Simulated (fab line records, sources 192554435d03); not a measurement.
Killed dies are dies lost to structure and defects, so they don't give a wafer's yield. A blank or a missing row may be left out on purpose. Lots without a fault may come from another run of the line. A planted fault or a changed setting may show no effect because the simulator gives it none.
Chamber matching | flow n5_finfet | N5_HKMG_FIN_PWFM_ALD_03 on ald_metal-03: 4 sister chambers
The step deposits TiN, target thk 2 nm, pulse time 1 s, purge time 3 s. 14 wafers are shown with their chamber, then 7 later ones without.

WAFERS WITH THEIR CHAMBER
wafer  | chamber | heater_power_w (W) | precursor_pulse_height_rel
L079.3 | 3       | 860                | 1.012
L079.4 | 0       | 838                | 1.020
L079.6 | 0       | 792                | 0.991
L082.1 | 2       | 955                | 0.997
L082.2 | 0       | 809                | 1.006
L082.3 | 1       | 860                | 1.003
L082.4 | 3       | 860                | 0.993
L082.5 | 0       | 781                | 0.973
L082.6 | 1       | 865                | 1.018
L083.1 | 2       | 965                | 0.999
L083.3 | 1       | 861                | 0.971
L083.5 | 0       | 812                | 1.018
L084.1 | 0       | 820                | 1.023
L084.2 | 3       | 885                | 0.991

SIGNATURES (means of the wafers above)
reading                    | chamber 0 | chamber 1 | chamber 2 | chamber 3 | scatter within a chamber
heater_power_w             | 808.67    | 862.00    | 960.00    | 868.33    | 15.9
precursor_pulse_height_rel | 1.00517   | 0.99733   | 0.99800   | 0.99867   | 0.0183
Rule: a wafer's distance from a chamber is the root of the sum, over the readings, of the square of ((its reading less the chamber's mean) divided by the reading's scatter). The wafer belongs to the nearest chamber; if the next one is less than 2 further off, it can't be placed. The scatter: the root of (the sum of the squares of (reading less its chamber's mean) over the shown wafers, divided by (wafers less chambers)).

WAFERS WITHOUT THEIR CHAMBER
wafer  | heater_power_w (W) | precursor_pulse_height_rel
L084.5 | 875                | 1.000
L088.1 | 866                | 0.986
L088.2 | 947                | 0.980
L088.5 | 942                | 1.007
L093.3 | 940                | 1.027
L093.5 | 800                | 0.969
L093.6 | 866                | 0.990

WHICH CHAMBER EACH WENT THROUGH
wafer  | from the rows above     | in truth
L084.5 | can't be placed: 3 or 1 | 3
L088.1 | can't be placed: 1 or 3 | 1
L088.2 | 2                       | 2
L088.5 | 2                       | 2
L093.3 | 2                       | 2
L093.5 | 0                       | 0
L093.6 | can't be placed: 1 or 3 | 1
Placed correctly: 4 of 7. Can't be placed from these rows: 3 (the true chamber is among the candidates in 3). Placed wrongly: 0.
